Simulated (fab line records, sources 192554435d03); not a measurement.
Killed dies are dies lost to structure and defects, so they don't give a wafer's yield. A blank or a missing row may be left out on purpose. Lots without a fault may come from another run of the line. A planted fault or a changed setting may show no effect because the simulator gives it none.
A struck lot beside a sound one | flow n5_finfet | 43 steps out of a route of 1938
Sound: wafers L432.1, L432.2, L432.3. Struck: wafers L437.3, L437.6. (L437.5 of the same lot was not struck and is left out.) The cause comes at the end.
At each step with rows: each side's tool, then ch and its chambers, then its first start. Under that, the readings that differ: sound wafers | struck wafers | difference of the means | sigmas: that difference in standard deviations of wafers without a fault.
alike: readings whose means differ by less than 2 such deviations, and words and numbers that are the same on both sides. not compared: withheld readings, readings that some wafer has no value for, bounds like >300 that may hide the same value, and numbers for which the record gives no deviation and whose values overlap.
The two part at a step that has a row with sigmas, a row that says differs or no value, or rows on one side only. Numbers that don't overlap but have no deviation are shown without sigmas and don't part them. A reading that every wafer of one side lacks parts them only if that side has two wafers or more.

N5_BEOL_M5_CD_MEAS_28: target cd 30.6 nm, target cd y 20 nm.
  sound on cd_sem-03 ch 0, day 9 18:50; struck on cd_sem-01 ch 0, day 11 10:50
  alike: cd_nm
N5_BEOL_M5_OVL_MEAS_29:
  sound on overlay-01 ch 0, day 9 18:52; struck on overlay-01 ch 0, day 11 10:53
  alike: V4_OVL
N5_BEOL_M5_INSPECT_30: inspects for defects (brightfield).
  sound on defect_inspect-02, day 9 18:56; struck on defect_inspect-02, day 11 10:56
  alike: raw_defect_count
then, 6 steps without rows for these wafers: N5_BEOL_M5_DESCUM_33 (chemistry O2, time 7 s); N5_BEOL_M5_ETCH_75 (etches underlayer in N2/H2, target depth 6.5 nm, time 5.2 s); N5_BEOL_M5_ETCH_67 (etches SiARC in CF4, target depth 15.6 nm, time 26 s); N5_BEOL_M5_ETCH_68 (etches SOC in N2/H2, target depth 80 nm, overetch 16 nm, time 120 s); N5_BEOL_M5_STRIP_69 (strips in N2/H2); N5_BEOL_M5_STRIP_76 (strips in N2/H2).
N5_BEOL_M5_VIA_ETCH_34: etches SiCOH lowk in C4F6/O2, target depth 88.3 nm, time 39.2 s.
  sound on rie_diel-01 ch 0,1,2, day 9 19:13; struck on rie_diel-01 ch 0, day 11 11:20
  alike: drypump_motor_current_A, oes_product_au, rf_vpp_V, showerhead_plenum_p_Torr, throttle_valve_pct
  not compared: rf_hours_counter_h
then, 2 steps without rows for these wafers: N5_BEOL_M5_STRIP_85 (strips in C4F6/O2); N5_BEOL_M5_STRIP_36 (strips in N2/H2).
N5_BEOL_M5_TRENCH_ETCH_37: etches SiCOH lowk in C4F6/O2, target depth 71.652 nm, time 24.7 s.
  sound on rie_diel-01 ch 0,1,2, day 9 19:18; struck on rie_diel-01 ch 0, day 11 11:25
  reading                             | sound             | struck      | difference | sigmas
  model.BEOL_M5.feature_depth_nm (nm) | 73.4 71.8 69.4    | 76 76.4     | +5         |
  model.etch.depth_nm (nm)            | 73.44 71.86 69.35 | 75.93 76.34 | +4.59      |
  alike: drypump_motor_current_A, oes_product_au, rf_vpp_V, showerhead_plenum_p_Torr, throttle_valve_pct
  not compared: rf_hours_counter_h
then, 2 steps without rows for these wafers: N5_BEOL_M5_ETCH_41 (etches SiCN in CH3F/O2, target depth 31.5 nm, time 56.7 s); N5_BEOL_M5_STRIP_91 (strips in N2/H2, time 10 s).
N5_BEOL_M5_OCD_MEAS_38:
  sound on ocd-02, day 9 19:28; struck on ocd-01, day 11 11:34
  reading              | sound          | struck    | difference | sigmas
  trench_depth_nm (nm) | 73.1 71.6 69.0 | 76.2 76.3 | +5.0       | +4
then, 4 steps without rows for these wafers: N5_BEOL_M5_HM_STRIP_39 (strips TiN in peroxide tin strip, target depth 25 nm, time 158 s); N5_BEOL_M5_SRD_40 (time 30 s); N5_BEOL_M5_PRECLEAN_42 (cleans in residue remover, time 60 s); N5_BEOL_M5_SRD_43 (time 30 s).
N5_BEOL_M5_CD_MEAS_35: target cd 28 nm, target cd y 24 nm.
  sound on cd_sem-03, day 9 19:37; struck on cd_sem-03, day 11 11:44
  alike: cd_nm
then, 1 step without rows for these wafers: N5_BEOL_M5_CURE_80 (cures SiCOH lowk, time 120 s).
N5_BEOL_M5_DEGAS_44: time 60 s.
  sound on pvd_sputter-01, day 9 20:50; struck on pvd_sputter-02, day 11 12:47
  alike: heater_power_w
then, 2 steps without rows for these wafers: N5_BEOL_M5_PRE_CLEAN_45 (time 30 s); N5_BEOL_M5_ALD_86 (deposits TaN, pulse time 2 s, purge time 3 s, co reactant purge time 2 s).
N5_BEOL_M5_SURFACE_TREAT_87:
  sound on pvd_sputter-01, day 9 21:15; struck on pvd_sputter-03, day 11 13:07
  not compared: throttle_valve_pct
then, 7 steps without rows for these wafers: N5_BEOL_M5_CVD_47 (deposits Co from CCTBA/H2, target thk 3 nm, time 216 s); N5_BEOL_M5_SPUTTER_48 (material Cu, target thk 15 nm, time 27.62 s); N5_BEOL_M5_ANNEAL_49 (time 1800 s); N5_BEOL_M5_SPUTTER_81 (material Cu, target thk 15 nm, time 27.62 s); N5_BEOL_M5_ANNEAL_82 (time 1800 s); N5_BEOL_M5_SPUTTER_83 (material Cu, target thk 15 nm, time 27.62 s); N5_BEOL_M5_ANNEAL_84 (time 1800 s).
N5_BEOL_M5_SPUTTER_88: material Cu, target thk 15 nm, time 27.62 s.
  sound on pvd_sputter-01, day 10 00:47; struck on pvd_sputter-02, day 11 16:37
  alike: throttle_valve_pct
then, 3 steps without rows for these wafers: N5_BEOL_M5_ANNEAL_89 (time 1800 s); N5_BEOL_M5_SPUTTER_90 (material Cu, target thk 4.5 nm, time 8.29 s); N5_BEOL_M5_ECD_50 (material Cu, target thk 300 nm).
N5_BEOL_M5_ANNEAL_51: time 90 s.
  sound on rtp_anneal-02 ch 0, day 10 02:37; struck on rtp_anneal-02 ch 0, day 11 17:59
  alike: anneal_temp_c, wafer_temp_C_max
N5_BEOL_M5_CMP_52: polishes, stops on SiCOH lowk, t overpolish 6.9 s, target thk 62 nm.
  sound on cmp-02 ch 1,2,3, day 10 02:55; struck on cmp-02 ch 0,2, day 11 18:19
  reading                                | sound             | struck      | difference | sigmas
  overpolish_run_s (s)                   | 6.913 6.913 6.896 | 6.878 6.886 | -0.025     | -3
  model.Cu_of_BEOL_M5_ECD_50.thk_nm (nm) | 62 61.4 60.4      | 68.2 66.2   | +5.9       |
  alike: barrier_field_endpoint_s, motor_current_A, time_to_endpoint_s
N5_BEOL_M5_THK_MEAS_53: measures by xrf.
  sound on film_metro-01, day 10 03:13; struck on film_metro-02, day 11 18:29
  reading     | sound          | struck    | difference | sigmas
  M5_THK (nm) | 62.4 61.3 60.3 | 68.9 67.1 | +6.7       | +4
then, 2 steps without rows for these wafers: N5_BEOL_M5_PRE_CLEAN_77 (time 15 s); N5_BEOL_M5_CO_CAP_78 (material Co, precursor CCTBA/H2, target thk 2 nm, time 102.1 s).
N5_BEOL_M5_RS_MEAS_57: measures by four-point-probe.
  sound on film_metro-01, day 10 03:28; struck on film_metro-01, day 11 18:45
  reading        | sound             | struck      | difference | sigmas
  M5_RS (ohm/sq) | 0.387 0.391 0.399 | 0.346 0.357 | -0.041     | -3

WHERE THEY PART
First at N5_BEOL_M5_OCD_MEAS_38; last, within this record, at N5_BEOL_M5_RS_MEAS_57.

WHY: what the simulator had put in
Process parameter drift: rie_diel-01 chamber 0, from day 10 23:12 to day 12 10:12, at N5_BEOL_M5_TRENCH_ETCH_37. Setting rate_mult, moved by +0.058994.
